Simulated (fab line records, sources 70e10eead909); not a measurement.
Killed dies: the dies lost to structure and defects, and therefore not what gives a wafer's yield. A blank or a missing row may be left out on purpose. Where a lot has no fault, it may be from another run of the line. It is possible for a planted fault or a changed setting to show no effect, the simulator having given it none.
A single fault, viewed from 2 desks -- flow nand harc -- numbers are kept per desk, each desk with only its own; the story behind them comes last

TOOL OWNER'S DESK, rie diel-12
The tool's own readings at NHARC_P_BONDPAD_ETCH_12 (etches the open film in CHF3/O2, target depth 200 nm, time 100 s): means of the sampled wafers that have a number, for each lot that ran on this tool. The brackets show how far a lot's mean lies from the usual mean; more than 4 standard deviations puts the lot out of limits, marked OUT.
Columns: A = drypump motor current A at NHARC_P_BONDPAD_ETCH_12, usual 5.7 A; B = oes product au at NHARC_P_BONDPAD_ETCH_12, usual 0.936 a.u.; C = rf vpp V at NHARC_P_BONDPAD_ETCH_12, usual 369.2 V; D = run length s at NHARC_P_BONDPAD_ETCH_12, usual 121.2 s; E = showerhead plenum p Torr at NHARC_P_BONDPAD_ETCH_12, usual 2.34 Torr; F = throttle valve pct at NHARC_P_BONDPAD_ETCH_12, usual 20.572 %
lot,first seen here,A,B,C,D,E,F
L827,day 7 19:25,5.3,0.972,369.8,121.7,2.36,20.575
L832,day 9 21:07,5.2,0.928,367.1,121.2,2.25,20.567
L835,day 10 13:46,5.7,0.945,368.4,121.1,2.31,20.574
L834,day 10 14:56,5.5,0.963,367.9,121.0,2.26,20.574
L836,day 11 12:52,5.8,0.928,368.6,113.2 (-19) OUT,2.26,20.577
L838,day 11 20:37,5.4,0.926,368.2,113.0 (-19) OUT,2.31,20.567
L847,day 15 19:10,5.1,0.927,368.7,121.4,2.31,20.572
This desk finds L836, L838 out of limits, L836 being first, at day 11 12:52 (run length s at NHARC_P_BONDPAD_ETCH_12). L827, L832, L835, L834, L847 stayed within limits.

THE METROLOGY DESK
What the gauges read, lot by lot, whatever tool the lot ran on: means of the sampled wafers that have a number. The brackets show how far a lot's mean lies from the usual mean; more than 4 standard deviations puts the lot out of limits, marked OUT.
Columns: A = cd nm at NHARC_P_BONDPAD_CD_MEAS_13, usual 499.3 nm
lot,first seen here,A
L825,day 6 23:59,498.5
L826,day 7 05:32,497.6
L827,day 7 19:33,500.0
L828,day 7 21:33,500.5
L829,day 8 10:56,499.7
L832,day 9 21:14,497.7
L835,day 10 13:53,497.7
L834,day 10 15:04,500.0
L836,day 11 12:59,501.8
L838,day 11 20:45,500.7
L840,day 12 15:18,498.9
L847,day 15 19:18,499.9
L848,day 16 03:21,498.1
This desk's verdict: no lot among the 13 shows anything out of limits.

BROUGHT TOGETHER
The tool owner's desk could have raised an alarm at day 11 12:52, on L836, L838.
Metrology desk: nothing out of limits seen.
The metrology desk has L836, L838 on record, within its limits.
NHARC_P_BONDPAD_ETCH_12 was run on rie diel-12 by each of the lots named.

WHAT THE SIMULATOR PUT IN
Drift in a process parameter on rie diel-12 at NHARC_P_BONDPAD_ETCH_12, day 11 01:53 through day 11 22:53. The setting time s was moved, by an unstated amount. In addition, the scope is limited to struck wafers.
Lots struck among those shown: L836, L838.
Each desk's first reading out of limits, in hours after the fault started: the tool owner's desk, 11.
